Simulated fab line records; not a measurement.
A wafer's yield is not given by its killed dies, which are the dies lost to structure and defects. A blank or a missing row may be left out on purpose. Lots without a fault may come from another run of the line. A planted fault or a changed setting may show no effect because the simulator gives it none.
A lot that was struck, set against a sound lot :: flow n5_finfet :: 16 steps out of a route of 1938
Sound: the wafers L146.1, L146.4, L146.5. Struck: wafers L150.2, L150.5, L150.6. The cause comes at the end.
At each step with rows: each side's tool, then ch and its chambers, then its first start. Under that, the readings that differ: sound wafers :: struck wafers :: difference of the means :: sigmas: that difference in standard deviations of wafers without a fault.
alike: words and numbers the same on both sides, and readings whose means are apart by under 2 such deviations; not compared: readings that were withheld, readings missing a value for some wafer, numbers with overlapping values and no deviation given by the record, and bounds like >300 which may hide the same value.
A row with sigmas, a row that says differs or no value, or rows on one side alone: a step with any of these is where the two part. Numbers that have no deviation but don't overlap get no sigmas and don't part them. A reading missing from all wafers of one side parts the sides only when that side holds two or more wafers.

first, 7 steps without rows for these wafers: N5_HKMG_FIN_COAT_42 (time 60 s, resist thk 35 nm); N5_HKMG_FIN_COAT_43 (resist thk 90 nm); N5_HKMG_FIN_EBR_45; N5_HKMG_FIN_SOFTBAKE_44 (time 60 s); N5_HKMG_FIN_EXPOSE_46 (exposes mask NDIPOLE); N5_HKMG_FIN_PEB_47 (peb time 60 s); N5_HKMG_FIN_DEVELOP_48 (develop time 30 s).
N5_HKMG_FIN_CD_MEAS_49: target cd 202 nm.
  sound on cd_sem-02 ch 0, day 6 18:50; struck on cd_sem-01 ch 0, day 7 18:40
  alike: cd_nm
N5_HKMG_FIN_OVL_MEAS_50:
  sound on overlay-02 ch 0, day 6 18:52; struck on overlay-02 ch 0, day 7 18:41
reading: NDIPOLE_OVL (nm)
sound: 0.5 1.6 1.0
struck: -1.4 0.0 -1.2
difference: -1.9
sigmas: -2
N5_HKMG_FIN_INSPECT_61: inspects for defects (macro).
  sound on defect_inspect-01 at day 6 18:54; struck on defect_inspect-02 at day 7 18:43
  alike: raw_defect_count
N5_HKMG_FIN_DESCUM_53: chemistry O2, time 7.9 s.
  sound on rie_diel-06 ch 0,2,3, day 6 18:56; struck on rie_diel-06 ch 0,1,3, day 7 18:44
  alike: drypump_motor_current_A, oes_product_au, rf_fwd_power_W, rf_vpp_V, showerhead_plenum_p_Torr, throttle_valve_pct
  not compared: rf_hours_counter_h
N5_HKMG_FIN_ETCH_54: etches SiARC in CF4, target depth 45.5 nm, time 75.8 s.
  sound on rie_diel-06 ch 0,2,3, day 6 18:58; struck on rie_diel-06 ch 0,1,3, day 7 18:47
  alike: drypump_motor_current_A, etch_rf_on_time_s, oes_product_au, rf_fwd_power_W, rf_vpp_V, showerhead_plenum_p_Torr, throttle_valve_pct
  not compared: rf_hours_counter_h
N5_HKMG_FIN_ETCH_55: etches SOC in N2/H2, target depth 240 nm, time 300 s.
  sound on rie_diel-06 ch 0,2,3, day 6 19:01; struck on rie_diel-06 ch 0,1,3, day 7 18:50
reading: oes_product_au (a.u.)
sound: 0.90 0.72 0.84
struck: 1.27 1.14 1.07
difference: +0.34
sigmas: +3

reading: model.etch.depth_nm (nm)
sound: 254.6 243.9 254.5
struck: 372.9 373.8 370.2
difference: +121.3
sigmas: 

reading: model.HKMG_FIN.feature_depth_nm (nm)
sound: 254.6 243.8 254.6
struck: 372.8 373.8 370.2
difference: +121.3
sigmas: 

reading: model.SiARC_of_HKMG_FIN_COAT_42.thk_nm (nm)
sound: 20.6 21.6 20.4
struck: 13.4 13.8 13.8
difference: -7.2
sigmas: 
  alike: drypump_motor_current_A, rf_fwd_power_W, rf_vpp_V, showerhead_plenum_p_Torr, throttle_valve_pct
  not compared: rf_hours_counter_h
then, 1 step without rows for these wafers: N5_HKMG_FIN_STRIP_56 (strips in N2/H2).
-- record jumps: 4 days separate the struck wafers' starts on either side; left off in module HKMG_FIN, taken up again in module BEOL_M4, whose first shown step is the route's number 1111 --
N5_BEOL_M4_RC_MEAS_101:
  sound on prober-01 ch 0, day 10 21:14; struck on prober-02 ch 0, day 11 08:40
reading: SS_N (mV/dec)
sound: 71.5 70.9 71.0
struck: 72.1 72.2 73.6
difference: +1.5
sigmas: +3
  alike: DIBL_N, DIBL_P, IOFF_N, IOFF_P, ION_N, ION_P, SS_P, VT_N, VT_P
N5_PASSIVATION_PROBE_49:
  rows exist in the record for the sound wafers here (prober-02, day 15 03:35), none for the struck ones

== WHERE THEY PART ==
Earliest at N5_HKMG_FIN_OVL_MEAS_50; latest, in this record, at N5_PASSIVATION_PROBE_49.

WHY: the cause the simulator had injected
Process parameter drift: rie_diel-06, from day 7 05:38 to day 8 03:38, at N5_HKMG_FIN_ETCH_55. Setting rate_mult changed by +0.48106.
